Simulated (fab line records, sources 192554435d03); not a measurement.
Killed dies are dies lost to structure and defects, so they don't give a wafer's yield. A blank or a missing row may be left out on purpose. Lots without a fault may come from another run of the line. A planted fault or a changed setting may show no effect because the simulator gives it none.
A struck lot beside a sound one | flow n5_finfet | 16 steps out of a route of 1938
Sound: wafers L594.1, L594.2, L594.4. Struck: wafer L611.3. (L611.5 of the same lot was not struck and is left out.) The cause comes at the end.
At each step with rows: each side's tool, then ch and its chambers, then its first start. Under that, the readings that differ: sound wafers | struck wafers | difference of the means | sigmas: that difference in standard deviations of wafers without a fault.
alike: readings whose means differ by less than 2 such deviations, and words and numbers that are the same on both sides. not compared: withheld readings, readings that some wafer has no value for, bounds like >300 that may hide the same value, and numbers for which the record gives no deviation and whose values overlap.
The two part at a step that has a row with sigmas, a row that says differs or no value, or rows on one side only. Numbers that don't overlap but have no deviation are shown without sigmas and don't part them. A reading that every wafer of one side lacks parts them only if that side has two wafers or more.

N5_HKMG_FIN_CD_MEAS_12: target cd 92.8 nm.
  sound on cd_sem-03 ch 0, day 4 08:00; struck on cd_sem-02 ch 0, day 8 14:57
  reading    | sound          | struck | difference | sigmas
  cd_nm (nm) | 93.0 91.9 92.5 | 94.4   | +1.9       | +3
N5_HKMG_FIN_OVL_MEAS_13:
  sound on overlay-01 ch 0, day 4 08:02; struck on overlay-01 ch 0, day 8 14:59
  alike: NWFM_OVL
N5_HKMG_FIN_INSPECT_14: inspects for defects (macro).
  sound on defect_inspect-01, day 4 08:03; struck on defect_inspect-01, day 8 15:00
  alike: raw_defect_count
then, 2 steps without rows for these wafers: N5_HKMG_FIN_DESCUM_17 (chemistry O2, time 7.9 s); N5_HKMG_FIN_ETCH_31 (etches SiARC in CF4, target depth 45.5 nm, time 75.8 s).
N5_HKMG_FIN_ETCH_32: etches SOC in N2/H2, target depth 240 nm, time 300 s.
  sound on rie_diel-06 ch 0,2,3, day 4 08:18; struck on rie_diel-04 ch 2, day 8 15:08
  alike: drypump_motor_current_A, oes_product_au, rf_vpp_V, showerhead_plenum_p_Torr, throttle_valve_pct
  not compared: rf_hours_counter_h
then, 1 step without rows for these wafers: N5_HKMG_FIN_STRIP_33 (strips in N2/H2).
N5_HKMG_FIN_STRIP_34: strips in CF4.
  sound on rie_diel-06 ch 0,2,3, day 4 08:29; struck on rie_diel-04 ch 2, day 8 15:19
  alike: drypump_motor_current_A, oes_product_au, rf_vpp_V, showerhead_plenum_p_Torr, throttle_valve_pct
  not compared: rf_hours_counter_h
N5_HKMG_FIN_ETCH_35: etches SOC in N2/H2, target depth 215.8 nm, time 243.4 s.
  sound on rie_diel-06 ch 0,2,3, day 4 08:31; struck on rie_diel-04 ch 2, day 8 15:20
  alike: drypump_motor_current_A, oes_product_au, rf_vpp_V, showerhead_plenum_p_Torr, throttle_valve_pct
  not compared: rf_hours_counter_h
N5_HKMG_FIN_STRIP_92: strips SOC in N2/H2, time 20 s.
  sound on rie_diel-06 ch 0,2,3, day 4 08:40; struck on rie_diel-04 ch 2, day 8 15:29
  alike: drypump_motor_current_A, oes_product_au, rf_vpp_V, showerhead_plenum_p_Torr, throttle_valve_pct
  not compared: rf_hours_counter_h
then, 1 step without rows for these wafers: N5_HKMG_FIN_WET_ETCH_18 (etches TiN in SC1, time 55 s, target depth 5.2 nm, rinse time 30 s).
N5_HKMG_FIN_STRIP_19: strips in N2/H2, time 360 s.
  sound on plasma_asher-01 ch 0,1, day 4 08:49; struck on plasma_asher-02 ch 1, day 8 15:45
  reading                     | sound       | struck | difference | sigmas
  drypump_motor_current_A (A) | 6.3 6.6 6.6 | 5.4    | -1.1       | -2
  alike: heater_power_w
  not compared: rf_hours_counter_h
N5_HKMG_FIN_ALD_91: deposits TiN, target thk 1 nm, pulse time 1 s, purge time 3 s.
  sound on ald_metal-01 ch 0,1,2, day 4 09:12; struck on ald_metal-01 ch 1, day 8 16:01
  reading    | sound    | struck | difference | sigmas
  ald_cycles | 47 47 47 | 49     | +2         |
  alike: heater_power_w, precursor_pulse_height_rel
then, 1 step without rows for these wafers: N5_HKMG_FIN_COAT_85 (time 60 s, resist thk 300 nm).
-- the record jumps here: 3 days lie between the struck wafers' starts before and after (it left off in module HKMG_FIN and takes up again in module BEOL_M4, whose first step shown is number 1111 of the route) --
N5_BEOL_M4_RC_MEAS_101:
  sound on prober-02 ch 0, day 7 15:40; struck on prober-01 ch 0, day 11 21:59
  reading        | sound          | struck | difference | sigmas
  DIBL_N (mV/V)  | 37.8 36.7 35.6 | 41.2   | +4.5       | +3
  DIBL_P (mV/V)  | 37.9 35.6 34.9 | 40.7   | +4.6       | +2
  IOFF_N (nA/um) | 0.16 0.15 0.13 | 0.21   | +0.06      | +2
  SS_N (mV/dec)  | 71.5 71.0 71.4 | 72.7   | +1.4       | +3
  alike: IOFF_P, ION_N, ION_P, SS_P, VT_N, VT_P
-- the record jumps here: 4 days lie between the struck wafers' starts before and after (it left off in module BEOL_M4 and takes up again in module PASSIVATION, whose first step shown is number 1936 of the route) --
N5_PASSIVATION_PROBE_49:
  the record has rows for the struck wafers here (prober-01, day 15 15:54) and none for the sound ones

WHERE THEY PART
First at N5_HKMG_FIN_CD_MEAS_12; last, within this record, at N5_PASSIVATION_PROBE_49.

WHY: what the simulator had put in
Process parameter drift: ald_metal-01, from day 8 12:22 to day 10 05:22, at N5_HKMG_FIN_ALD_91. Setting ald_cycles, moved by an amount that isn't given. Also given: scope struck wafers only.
